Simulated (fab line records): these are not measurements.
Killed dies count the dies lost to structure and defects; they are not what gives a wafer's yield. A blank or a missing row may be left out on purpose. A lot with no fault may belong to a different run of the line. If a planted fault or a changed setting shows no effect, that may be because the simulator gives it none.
fab line records -- flow n5Finfet
record lots=11, wafers=33, lastDay=18
route steps=1938 shown BEOL_M9@1455 BEOL_M10@1475 PASSIVATION@1936
lots that met no fault: taken from a fault-free run of the same line
startH: hours from the record's first day to the start of the lot's first wafer shown -- waitH: hours since the lot's step before -- " the same as in the row above -- L1.1+2: one row covering several wafers at once -- - no value present, or no start provided -- * or withheld: withheld -- < > ~ a bound
route shown NAME@n: a module of which the file shows steps, and the number in the route of the first -- usual: average and standard deviation across the fault-free wafers -- same: alike in all rows -- chamber/n: place in a boat -- sites: per-site readings -- _std_site: standard deviation across them -- _edge_site: the outer-site mean with the inner-site mean subtracted -- radiusMm: for every site, how far away it sits from the centre of the wafer -- mask NAME#n: copy n -- behind: the most recent tool/chamber to have shaped the wafer -- hold: why the lot went on hold/how many hours it stayed there/how the hold came to an end -- device: transistor that didn't switch, given as n, p or np -- end of line: the route-end tests of the same wafers -- a step given without rows: its recipe and nothing more -- killed: dies lost to structure and defects at the first sort, not the wafer's yield -- map: the dies of a wafer, with x for killed, . for not killed, _ for no die there
set.NAME: the setting the step ran with; set.NAME@STEP: the setting that earlier step ran with -- model.NAME: the simulator's own value behind a step, which no gauge read
steps of the route over a sample of lots; a table a step, a row a wafer
services: a tool's chamber out of use, with start hour (startH, from the record's first day; less than 0 if before it), hours out, and reason
## steps
# step N5_BEOL_M9_CURE_72
# recipe tempC=370, timeS=120, ambient=DMADMS/He, material=SiCOH_lowk
# usual lampPowerPct=52.30/0.055, wafer_temp_C_max=371.8/0.85
lot.wafer,tool,chamber,startH,waitH,lampPowerPct,wafer_temp_C_max
L756.1,uvCure-02,1,216.98,0.0,52.33,372.2
L756.4,uvCure-02,1,216.98,0.0,52.37,371.6
L756.5,uvCure-02,1,216.98,0.0,52.27,371.4
L758.1,uvCure-03,2,240.34,0.0,52.29,372.5
L758.2,uvCure-03,2,240.34,0.0,52.35,372.8
L758.4,uvCure-03,2,240.34,0.0,52.21,373.5
L761.2,uvCure-03,0,243.36,0.2,52.36,371.2
L761.3,uvCure-03,0,243.36,0.2,52.27,371.5
L761.4,uvCure-03,0,243.36,0.2,52.28,371.3
L759.1,uvCure-02,1,247.93,0.0,52.19,371.4
L759.2,uvCure-02,1,247.93,0.0,52.19,371.3
L759.6,uvCure-02,1,247.93,0.0,52.40,371.4
L760.1,uvCure-03,2,249.20,0.0,52.28,373.0
L760.3,uvCure-03,2,249.20,0.0,52.31,373.7
L760.5,uvCure-03,2,249.20,0.0,52.33,372.6
L764.3,uvCure-02,1,261.82,0.1,52.30,372.3
L764.4,uvCure-02,1,261.82,0.1,52.22,372.3
L764.5,uvCure-02,1,261.82,0.1,52.34,372.0
L766.2,uvCure-02,1,275.12,0.2,52.36,371.3
L766.5,uvCure-02,1,275.12,0.2,52.31,371.0
L766.6,uvCure-02,1,275.12,0.2,52.28,371.3
L776.2,uvCure-02,2,340.39,0.1,52.40,371.6
L776.4,uvCure-02,2,340.39,0.1,52.26,371.6
L776.5,uvCure-02,2,340.39,0.1,52.38,372.0
L777.1,uvCure-02,1,359.73,0.0,52.32,370.8
L777.4,uvCure-02,1,359.73,0.0,52.30,371.1
L777.5,uvCure-02,1,359.73,0.0,52.21,370.9
L775.1,uvCure-03,1,359.77,0.0,52.28,372.7
L775.3,uvCure-03,1,359.77,0.0,52.30,372.7
L775.6,uvCure-03,1,359.77,0.0,52.33,372.9
L778.1,uvCure-02,1,362.24,0.1,52.32,371.0
L778.4,uvCure-02,1,362.24,0.1,52.27,371.3
L778.6,uvCure-02,1,362.24,0.1,52.34,371.5
# step N5_BEOL_M9_ALD_74
# recipe material=TaN, targetThkA=20, tempC=275, aldPrecursorFamily=PDMAT, aldCoReactant=NH3, pressureTorr=3, carrierFlowSccm=1500, pulseTimeS=2, purgeTimeS=3, coReactantPurgeTimeS=2, coReactantPulseTimeS=3, aldCycles=40, precursorVesselTempC=75, precursorVesselPressureTorr=26.25, precursorVesselCarrierSccm=1000
# usual chamberPressureTorr=3.000/0.006, heaterPowerW=396/37
lot.wafer,tool,chamber,startH,waitH,chamberPressureTorr,heaterPowerW,sinceWetCleanH
L756.1,aldMetal-01,2,217.91,0.1,2.997,335,4496
L756.4,aldMetal-01,3,217.91,0.1,3.006,378,4496
L756.5,aldMetal-01,1,217.91,0.1,2.996,350,-
L758.1,aldMetal-04,0,241.00,0.1,3.006,411,2981
L758.2,aldMetal-04,3,241.00,0.1,3.004,358,2981
L758.4,aldMetal-04,0,241.00,0.1,3.003,412,-
L761.2,aldMetal-01,2,244.28,0.3,3.001,341,4523
L761.3,aldMetal-01,3,244.28,0.3,3.000,381,4523
L761.4,aldMetal-01,1,244.28,0.3,2.996,346,4523
L759.1,aldMetal-04,2,248.83,0.1,3.005,421,2989
L759.2,aldMetal-04,0,248.83,0.1,3.005,417,2989
L759.6,aldMetal-04,1,248.83,0.1,3.005,386,-
L760.1,aldMetal-04,1,249.63,0.0,3.005,394,2989
L760.3,aldMetal-04,3,249.63,0.0,2.991,365,2989
L760.5,aldMetal-04,3,249.63,0.0,3.004,369,-
L764.3,aldMetal-01,1,262.21,0.1,2.986,347,4541
L764.4,aldMetal-01,3,262.21,0.1,3.000,375,4541
L764.5,aldMetal-01,2,262.21,0.1,2.988,348,-
L766.2,aldMetal-02,3,275.68,0.0,2.988,477,6092
L766.5,aldMetal-02,0,275.68,0.0,3.008,355,-
L766.6,aldMetal-02,1,275.68,0.0,3.007,467,-
L776.2,aldMetal-01,2,340.96,0.0,2.995,348,4619
L776.4,aldMetal-01,3,340.96,0.0,3.007,385,4619
L776.5,aldMetal-01,0,340.96,0.0,3.005,426,-
L777.1,aldMetal-04,2,360.18,0.1,2.997,416,3100
L777.4,aldMetal-04,0,360.18,0.1,3.009,415,3100
L777.5,aldMetal-04,1,360.18,0.1,3.012,401,-
L775.1,aldMetal-01,2,360.46,0.3,3.004,344,4639
L775.3,aldMetal-01,1,360.46,0.3,3.004,341,4639
L775.6,aldMetal-01,3,360.46,0.3,3.008,376,-
L778.1,aldMetal-02,3,364.91,0.3,3.003,445,14
L778.4,aldMetal-02,1,364.91,0.3,2.989,413,14
L778.6,aldMetal-02,3,364.91,0.3,3.005,443,-
# step N5_BEOL_M9_RS_MEAS_57
# recipe thkMeasGauge=four-point-probe, reads=Cu_of_BEOL_M9_ECD_50+Co_of_BEOL_M9_CVD_78+TaN_of_BEOL_M9_ALD_74
# usual M9_RS=0.151/0.0033
lot.wafer,tool,chamber,startH,waitH,M9_RS[ohm/sq]
L756.1,filmMetro-01,-,220.17,0.1,0.151
L756.4,filmMetro-01,-,220.17,0.1,0.151
L756.5,filmMetro-01,-,220.17,0.1,0.150
L758.1,filmMetro-02,-,242.69,0.1,0.146
L758.2,filmMetro-02,-,242.69,0.1,0.154
L758.4,filmMetro-02,-,242.69,0.1,0.149
L761.2,filmMetro-01,-,246.93,0.1,0.150
L761.3,filmMetro-01,-,246.93,0.1,0.151
L761.4,filmMetro-01,-,246.93,0.1,0.149
L759.1,filmMetro-01,-,250.43,0.1,0.149
L759.2,filmMetro-01,-,250.43,0.1,0.149
L759.6,filmMetro-01,-,250.43,0.1,0.149
L760.1,filmMetro-02,-,251.31,0.1,0.148
L760.3,filmMetro-02,-,251.31,0.1,0.153
L760.5,filmMetro-02,-,251.31,0.1,0.148
L764.3,filmMetro-02,-,263.86,0.1,0.144
L764.4,filmMetro-02,-,263.86,0.1,0.152
L764.5,filmMetro-02,-,263.86,0.1,0.149
L766.2,filmMetro-01,-,277.65,0.1,0.151
L766.5,filmMetro-01,-,277.65,0.1,0.146
L766.6,filmMetro-01,-,277.65,0.1,0.149
L776.2,filmMetro-02,-,350.51,0.1,0.152
L776.4,filmMetro-02,-,350.51,0.1,0.148
L776.5,filmMetro-02,-,350.51,0.1,0.151
L777.1,filmMetro-01,-,361.93,0.1,0.154
L777.4,filmMetro-01,-,361.93,0.1,0.147
L777.5,filmMetro-01,-,361.93,0.1,0.148
L775.1,filmMetro-01,-,362.18,0.1,0.157
L775.3,filmMetro-01,-,362.18,0.1,0.158
L775.6,filmMetro-01,-,362.18,0.1,0.151
L778.1,filmMetro-02,-,367.21,0.1,0.153
L778.4,filmMetro-02,-,367.21,0.1,0.156
L778.6,filmMetro-02,-,367.21,0.1,0.151
# step N5_BEOL_M10_COAT_59
# recipe resist=SOC, tempC=250, timeS=60, spinRpm=1500, resistThkNm=100
# usual dispensePressureKPa=44.1/1.7, spinSpeedRpm=1500.1/1.1
lot.wafer,tool,chamber,startH,waitH,dispensePressureKPa,spinSpeedRpm
L756.1,lithoTrack-03,0,222.22,0.1,46.2,1498.3
L756.4,lithoTrack-03,0,222.22,0.1,46.2,1501.8
L756.5,lithoTrack-03,0,222.22,0.1,46.2,1500.1
L758.1,lithoTrack-03,0,243.57,0.1,46.2,1500.3
L758.2,lithoTrack-03,0,243.57,0.1,46.2,1498.4
L758.4,lithoTrack-03,0,243.57,0.1,46.2,1499.7
L761.2,lithoTrack-04,0,248.73,0.1,43.9,1501.4
L761.3,lithoTrack-04,0,248.73,0.1,43.8,1499.9
L761.4,lithoTrack-04,0,248.73,0.1,43.8,1500.5
L759.1,lithoTrack-05,0,253.69,0.1,41.8,1501.1
L759.2,lithoTrack-05,0,253.69,0.1,41.8,1499.4
L759.6,lithoTrack-05,0,253.69,0.1,41.8,1501.3
L760.1,lithoTrack-04,0,254.09,0.1,43.9,1500.5
L760.3,lithoTrack-04,0,254.09,0.1,43.9,1502.0
L760.5,lithoTrack-04,0,254.09,0.1,43.9,1503.1
L764.3,lithoTrack-04,0,265.78,0.1,43.8,1546.8
L764.4,lithoTrack-04,0,265.78,0.1,43.8,1545.4
L764.5,lithoTrack-04,0,265.78,0.1,43.9,1546.9
L766.2,lithoTrack-04,0,279.58,0.1,43.9,1546.8
L766.5,lithoTrack-04,0,279.58,0.1,43.9,1547.1
L766.6,lithoTrack-04,0,279.58,0.1,43.9,1546.8
L776.2,lithoTrack-04,0,351.39,0.1,43.7,1500.2
L776.4,lithoTrack-04,0,351.39,0.1,43.8,1499.7
L776.5,lithoTrack-04,0,351.39,0.1,43.8,1500.2
L777.1,lithoTrack-05,0,366.16,0.1,41.8,1500.6
L777.4,lithoTrack-05,0,366.16,0.1,41.8,1500.4
L777.5,lithoTrack-05,0,366.16,0.1,41.8,1498.7
L775.1,lithoTrack-04,0,366.46,0.1,43.8,1498.9
L775.3,lithoTrack-04,0,366.46,0.1,43.8,1498.8
L775.6,lithoTrack-04,0,366.46,0.1,43.7,1498.0
L778.1,lithoTrack-04,0,370.35,0.1,43.8,1500.9
L778.4,lithoTrack-04,0,370.35,0.1,43.8,1501.9
L778.6,lithoTrack-04,0,370.35,0.1,43.8,1500.2
# step N5_PASSIVATION_PROBE_49
# usual defectLimitedYield=90.9/1.5, killed_at_M0_to_M3=35/10, killed_at_M4_up=14/5.2, killedAtContacts=13/7.3, killedAtFrontEnd=42/12, killedAtOther=3.4/2.5, killedDies=108/18, killedOpen=70/13, killedShort=35/8, sort_bin_4_leakage=0.00/0.007, sort_bin_5_function=5.4/1, sort_bin_6_memory=3.4/0.71, sort_bin_8_speed=0.00/0.0099, sortNPass=1072/18, sortYieldPct=90.9/1.5
# same grossDies=1180, killedAtBackSide=0
lot.wafer,tool,chamber,startH,waitH,defectLimitedYield[%],killed_at_M0_to_M3,killed_at_M4_up,killedAtContacts,killedAtFrontEnd,killedAtOther,killedDies,killedOpen,killedShort,sort_bin_4_leakage[%],sort_bin_5_function[%],sort_bin_6_memory[%],sort_bin_8_speed[%],sortNPass,sortYieldPct[%]
L764.3,prober-01,-,317.58,0.1,88.8,42,7,19,60,4,132,85,41,0,5.9,4.7,0,1048,88.8
L764.4,prober-01,-,317.63,0.2,91.4,34,13,15,39,1,102,61,39,0,5.0,3.2,0,1078,91.4
# killed by level:class
L764.3 STI_FIN_REVEAL:geometricParticle:open=27 MOL_CONTACT_COAG:geometricParticle:open=14 BEOL_M0_SAQP:geometricParticle:short=11 BEOL_M3:geometricParticle:open=8 GATE_CUT:geometricParticle:short=8 BEOL_M0_SAQP:geometricParticle:open=7 FIN_SAQP:geometricParticle:open=6 STI_FIN_REVEAL:geometricParticle:short=5
L764.4 MOL_CONTACT_COAG:geometricParticle:open=13 BEOL_M0_SAQP:geometricParticle:short=10 BEOL_M0_SAQP:geometricParticle:open=9 STI_FIN_REVEAL:geometricParticle:open=6 GATE_CUT:geometricParticle:short=6 FIN_SAQP:geometricParticle:open=5 STI_FIN_REVEAL:geometricParticle:short=4 BEOL_M1:geometricParticle:open=4
## services
tool,chamber,startH,hours,kind
aldMetal-04,-,195.04,2.8,pm
aldMetal-01,-,197.32,8.7,pm
aldMetal-04,2,215.93,30.7,repair
aldMetal-02,0,245.17,3.3,repair
aldMetal-04,-,255.10,8.7,pm
aldMetal-02,2,274.89,21.6,repair
uvCure-03,-,278.67,7.5,pm
aldMetal-02,1,285.24,3.4,repair
lithoTrack-05,-,304.24,-,consumableReplace:filter
aldMetal-02,0,309.07,6.7,repair
aldMetal-01,3,313.72,23.9,repair
lithoTrack-05,-,316.45,-,consumableReplace:filter
aldMetal-02,2,324.57,31.5,repair
lithoTrack-05,-,333.42,-,consumableReplace:filter
aldMetal-02,-,337.25,14.0,pm
aldMetal-02,0,337.25,14.0,ventCycle
aldMetal-02,1,337.25,14.0,ventCycle
aldMetal-02,3,337.25,14.0,ventCycle
aldMetal-04,-,338.12,0.5,repair
aldMetal-02,0,351.25,-,clean
aldMetal-02,1,351.25,-,clean
aldMetal-02,3,351.25,-,clean
## key
firstSign step=N5_BEOL_M10_COAT_59, reading=spinSpeedRpm, direction=up, sigmas=43, usual=*, struck=*
effect none on later readings
metAt N5_BEOL_M10_COAT_59
struckLots L764,L766
notActingAt N5_BEOL_M9_CURE_72,N5_BEOL_M9_ALD_74,N5_BEOL_M9_RS_MEAS_57
onsetBetween 254.09 265.78
fault kind=processParameterDrift, tool=lithoTrack-04, chamber=-, onsetH=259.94, steps=N5_BEOL_M10_COAT_59, channel=spinRpm, offset=*, shape=step, endH=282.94, actsIn=*, stated=*
